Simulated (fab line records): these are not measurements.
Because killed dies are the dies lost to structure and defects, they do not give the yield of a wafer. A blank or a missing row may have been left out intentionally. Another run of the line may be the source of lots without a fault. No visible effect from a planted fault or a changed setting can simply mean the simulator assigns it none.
Split-lot trial	flow n5-finfet	39 wafers read across 7 lots, on a route 1938 steps long

## SPLIT DETAILS
At N5_BEOL_M8_DEP_56 (deposits SiCN from 3MS/NH3, target thk 10 nm, time 17.5 s), the setting time-s was moved away from the recipe's 17.5 s on 12 of the 39 wafers read, by +19.0% to +56.9%. This setting was run at the recipe's value on the other wafers.

The reading comes from the split's own step.

## THE READING
SiCN_of_BEOL_M8_DEP_56.thk-nm (the simulator's own value, which no gauge read), in nm, at N5_BEOL_M8_DEP_56 (deposits SiCN from 3MS/NH3, target thk 10 nm, time 17.5 s). The file does not state a usual value for it. Across the 27 wafers here that went through the recipe, the average is 10.0 nm and the standard deviation 0.18 nm.

wafer	tool, chamber at the split	time-s as run, s	against the recipe	SiCN_of_BEOL_M8_DEP_56.thk-nm, nm	against lot-mates on the recipe
L077.1	pecvd-02, 2,0	17.5	recipe	10	-
L077.2	pecvd-02, 2,0	17.5	recipe	10	-
L077.3	pecvd-02, 1	20.83	+19.0%	11.8	+1.7
L077.4	pecvd-02, 0,2	20.83	+19.0%	12	+1.9
L077.5	pecvd-02, 0,2	20.83	+19.0%	12	+1.9
L077.6	pecvd-02, 1	17.5	recipe	10.2	-
L079.1	pecvd-04, 2	27.45	+56.9%	15.6	+5.5
L079.2	pecvd-04, 1	17.5	recipe	10	-
L079.6	pecvd-04, 1	17.5	recipe	10	-
L079.3	pecvd-04, 0	27.45	+56.9%	15.2	+5.1
L079.4	pecvd-04, 2	17.5	recipe	10.2	-
L079.5	pecvd-04, 0	27.45	+56.9%	15.4	+5.3
L082.1	pecvd-04, 2,0,1	17.5	recipe	10.2	-
L082.4	pecvd-04, 2,0,1	17.5	recipe	10.2	-
L082.6	pecvd-04, 2,0,1	17.5	recipe	10.2	-
L082.2	pecvd-04, 1	17.5	recipe	9.8	-
L082.3	pecvd-04, 0	17.5	recipe	10	-
L082.5	pecvd-04, 2	17.5	recipe	10.4	-
L089.1	pecvd-03, 2	24.12	+37.8%	13.4	+3.5
L089.2	pecvd-03, 2	17.5	recipe	9.8	-
L089.6	pecvd-03, 2	17.5	recipe	9.8	-
L089.3	pecvd-03, 2	24.12	+37.8%	13.8	+3.9
L089.5	pecvd-03, 2	24.12	+37.8%	13.8	+3.9
L089.4	pecvd-03, 2	17.5	recipe	10	-
L093.1	pecvd-04, 0,1	21.86	+24.9%	12.4	+2.3
L093.3	pecvd-04, 0,1	21.86	+24.9%	12.4	+2.3
L093.2	pecvd-04, 2,1	17.5	recipe	10.2	-
L093.6	pecvd-04, 2,1	17.5	recipe	10.2	-
L093.4	pecvd-04, 0	17.5	recipe	10	-
L093.5	pecvd-04, 2	21.86	+24.9%	12.8	+2.7
L094.4	pecvd-04, 0,1	17.5	recipe	9.8	-
L094.6	pecvd-04, 0,1	17.5	recipe	9.8	-
L094.5	pecvd-04, 2	17.5	recipe	10.2	-
L097.1	pecvd-02, 0,2,1,2,0,1	17.5	recipe	9.8	-
L097.2	pecvd-02, 0,2,1,2,0,1	17.5	recipe	9.8	-
L097.3	pecvd-02, 0,2,1,2,0,1	17.5	recipe	9.8	-
L097.4	pecvd-02, 0,2,1,2,0,1	17.5	recipe	9.8	-
L097.5	pecvd-02, 0,2,1,2,0,1	17.5	recipe	9.8	-
L097.6	pecvd-02, 0,2,1,2,0,1	17.5	recipe	9.8	-
The file does not say which wafer passed through which chamber wherever a row lists several chambers: such a row stands for several wafers.

THE FIT
A straight line over all 39 wafers: SiCN_of_BEOL_M8_DEP_56.thk-nm changes by +0.0965 nm for each +1% of time-s; r = +0.99; the points scatter about the line by 0.19 nm.
The same after taking each lot's own level away (the mean of its wafers on the recipe; 39 wafers): +0.0958 nm for each +1%; r = +1.00; scatter 0.15 nm.
According to that fit, moving time-s by its largest amount changes the reading by 5.4 nm.
The span of the lots' own levels, 9.80 to 10.13 nm, comes to 1.8 times the standard deviation stated above.
Hence the lot-to-lot level has little effect on the slope; both slopes agree.
Check: for one of the wafers moved furthest among these (+56.9%), held out of the fit, the line's prediction against its lot-mates is +5.44 nm. It came out at +5.53 nm against them.

## OTHER SPLITS ON THESE WAFERS
Before the reading, these wafers also passed through other splits. Each is held against what the fit with the lots' levels taken away leaves over:
other split on the same wafers	wafers away from the commonest value	r with SiCN_of_BEOL_M8_DEP_56.thk-nm (lot level and that fit taken away)
N5_BEOL_M2_TRENCH_ETCH_37 time-s	9	+0.02
N5_BEOL_M7_ILD_DEP_00 time-s	9	+0.02

## THE FILE'S OWN FIT
SiCN_of_BEOL_M8_DEP_56.thk-nm changes by +0.096 nm for each +1% of time-s, r = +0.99.
